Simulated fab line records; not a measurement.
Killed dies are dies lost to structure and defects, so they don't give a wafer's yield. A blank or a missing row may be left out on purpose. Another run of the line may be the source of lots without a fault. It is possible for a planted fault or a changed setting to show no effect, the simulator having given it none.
A struck lot beside a sound one + flow n5_finfet + 15 out of 1938 route steps
Sound: wafers L132.4, L132.5, L132.6. Struck: wafer L140.2 (left out: L140.1, L140.4 of the same lot, which were not struck); the cause appears at the end.
For every step that has rows: the tool of each side, followed by ch and its chambers, followed by its first start. Under that, the readings that differ: sound wafers + struck wafers + difference of the means + sigmas: that difference in standard deviations of wafers without a fault.
alike: readings with means less than 2 such deviations apart, plus words and numbers identical on both sides. not compared: withheld readings, readings lacking a value on some wafer, bounds such as >300 that could conceal the same value, and numbers that have no deviation in the record and whose values overlap.
Wherever a step has rows on one side only, a row that says differs or no value, or a row with sigmas, the two part there. Numbers that don't overlap but have no deviation are shown without sigmas and don't part them. A reading missing from all wafers of one side parts the sides only when that side holds two or more wafers.

first, 2 steps without rows for these wafers: N5_BEOL_M13_PRECLEAN_39 (cleans in residue remover, time 60 s); N5_BEOL_M13_SRD_40 (time 30 s, dry time 30 s).
N5_BEOL_M13_DEGAS_41: time 60 s.
  sound: pvd_sputter-01 at day 10 22:38; struck: pvd_sputter-01 at day 13 05:52
  alike: heater_power_w
then, 1 step without rows for these wafers: N5_BEOL_M13_PRE_CLEAN_42 (time 30 s).
N5_BEOL_M13_SPUTTER_43: material TaN, target thk 15 nm, time 24.19 s.
  sound: pvd_sputter-01 at day 10 22:43; struck: pvd_sputter-01 at day 13 05:56
  alike: bias_v, throttle_valve_pct
N5_BEOL_M13_SPUTTER_44: material Ta, target thk 10 nm, time 16.13 s.
  sound: pvd_sputter-01 at day 10 22:47; struck: pvd_sputter-01 at day 13 06:01
  alike: bias_v, throttle_valve_pct
N5_BEOL_M13_SPUTTER_45: material Cu, target thk 80 nm, time 13.33 s.
  sound: pvd_sputter-01 at day 10 22:52; struck: pvd_sputter-01 at day 13 06:06
| reading    | sound          | struck | difference | sigmas |
|------------|----------------|--------|------------|--------|
| bias_v (V) | 60.3 60.3 59.3 | 58.5   | -1.5       | -2     |
  alike: throttle_valve_pct
then, 2 steps without rows for these wafers: N5_BEOL_M13_ECD_47 (material Cu, target thk 936 nm); N5_BEOL_M13_ANNEAL_48 (time 90 s).
N5_BEOL_M13_CMP_49: polishes, stops on SiOC, t overpolish 17.1 s, target thk 420 nm.
  sound on cmp-01 ch 2,3, day 10 23:29; struck on cmp-04 ch 1, day 13 06:43
  alike: barrier_field_endpoint_s, motor_current_A, overpolish_run_s
  not compared: pad_life_wafers
N5_BEOL_M13_THK_MEAS_50: measures by xrf.
  sound: film_metro-02 at day 10 23:44; struck: film_metro-01 at day 13 07:01
  alike: M13_THK
then, 1 step without rows for these wafers: N5_BEOL_M13_PRE_CLEAN_52 (time 15 s).
N5_BEOL_M13_DEP_53: deposits SiCN from 3MS/NH3, target thk 50 nm, time 17.8 s.
  sound on pecvd-03 ch 0,1,2, day 10 23:49; struck on pecvd-01 ch 1, day 13 07:05
| reading                                   | sound          | struck | difference | sigmas |
|-------------------------------------------|----------------|--------|------------|--------|
| model.SiCN_of_BEOL_M13_DEP_53.thk_nm (nm) | 50.4 50.4 50.6 | 15.8   | -34.7      |        |
  alike: showerhead_plenum_p_Torr, throttle_valve_pct
N5_BEOL_M13_RS_MEAS_54: measurement is done with a four-point probe.
  sound: film_metro-02 at day 10 23:52; struck: film_metro-01 at day 13 07:08
  alike: M13_RS
N5_PASSIVATION_PROBE_49:
  the record has rows for the struck wafers here (prober-02, day 14 11:40) and none for the sound ones

WHERE THEY PART
Last at N5_PASSIVATION_PROBE_49 as far as this record goes, first at N5_BEOL_M13_SPUTTER_45.

WHY: what had been put in by the simulator
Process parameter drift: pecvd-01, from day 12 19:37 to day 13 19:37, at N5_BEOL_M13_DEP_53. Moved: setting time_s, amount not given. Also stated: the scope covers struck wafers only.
